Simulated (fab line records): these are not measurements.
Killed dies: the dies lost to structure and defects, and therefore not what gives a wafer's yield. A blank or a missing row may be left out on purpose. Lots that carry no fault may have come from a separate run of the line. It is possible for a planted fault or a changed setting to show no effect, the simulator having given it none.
Lot-split experiment ; flow n5_finfet ; 21 wafers read across 7 lots, on a route 1938 steps long

ABOUT THE SPLIT
At N5_BEOL_M10_PEB_26 (peb time 60 s), the setting peb_time_s was moved away from the recipe's 60 s on 9 of the 21 wafers read, by -17.2% to +19.1%. For the rest of the wafers, this setting stayed at what the recipe calls for.

FROM THE SPLIT ON TO THE READING: in between, the file shows 1 step
- N5_BEOL_M10_DEVELOP_27: develop time 30 s

THE READING
cd_nm, in nm, at N5_BEOL_M10_CD_MEAS_28 (target cd 70 nm). A value of 70.8 nm with a standard deviation of 1 nm is what fault-free wafers of this fab line usually give.

wafer;tool, chamber at the split;peb_time_s as run, s;against the recipe;cd_nm, nm;against lot-mates on the recipe
L077.1;litho_track-01, 0;60;recipe;69.5;-
L077.2;litho_track-01, 0;60;recipe;70.3;-
L077.3;litho_track-01, 0;50.91;-15.2%;63.4;-6.5
L076.2;litho_track-04, 0;60;recipe;72.3;-
L076.4;litho_track-04, 0;60;recipe;71.0;-
L076.6;litho_track-04, 0;60;recipe;70.7;-
L080.2;litho_track-04, 0;53.58;-10.7%;67.2;-4.1
L080.4;litho_track-04, 0;60;recipe;71.3;-
L080.5;litho_track-04, 0;53.58;-10.7%;65.8;-5.5
L090.3;litho_track-03, 0;60;recipe;69.9;-
L090.4;litho_track-03, 0;60;recipe;69.4;-
L090.6;litho_track-03, 0;60;recipe;72.3;-
L093.1;litho_track-03, 0;71.45;+19.1%;79.1;+7.2
L093.4;litho_track-03, 0;60;recipe;71.9;-
L093.5;litho_track-03, 0;71.45;+19.1%;78.8;+6.9
L094.1;litho_track-03, 0;49.67;-17.2%;60.5;-10.6
L094.3;litho_track-03, 0;49.67;-17.2%;61.7;-9.4
L094.5;litho_track-03, 0;60;recipe;71.1;-
L097.2;litho_track-01, 0;71.44;+19.1%;78.6;+7.2
L097.3;litho_track-01, 0;60;recipe;71.4;-
L097.4;litho_track-01, 0;71.44;+19.1%;76.3;+4.9

FIT RESULTS
A straight line over all 21 wafers: cd_nm changes by +0.441 nm for each +1% of peb_time_s; r = +0.97; the points scatter about the line by 1.2 nm.
The same after taking each lot's own level away (the mean of its wafers on the recipe; 21 wafers): +0.418 nm for each +1%; r = +0.97; scatter 1.2 nm.
The reading moves by 8 nm for the largest change in peb_time_s, on that fit.
Measured against the standard deviation above, the lots' own levels, which go from 69.90 to 71.90 nm, span 2.0 times it.
The two slopes are in agreement: the lot-to-lot level therefore moves the slope only a little.
Check: +7.45 nm against its lot-mates is what the line predicts for one of the wafers moved furthest among these (+19.1%) when that wafer is left out of the fit. Against them it came out at +7.2 nm.

OTHER SPLITS APPLIED TO THESE WAFERS
Before the reading, these wafers also passed through other splits. Each is held against what the fit with the lots' levels taken away leaves over:
other split on the same wafers;wafers away from the commonest value;r with cd_nm (lot level and that fit taken away)
N5_BEOL_M8_EXPOSE_08 dose_mj;7;+0.02
N5_BEOL_M10_COAT_64 spin_rpm;10;-0.58

FILE'S OWN FIT
cd_nm changes by +0.418 nm for each +1% of peb_time_s, r = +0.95.
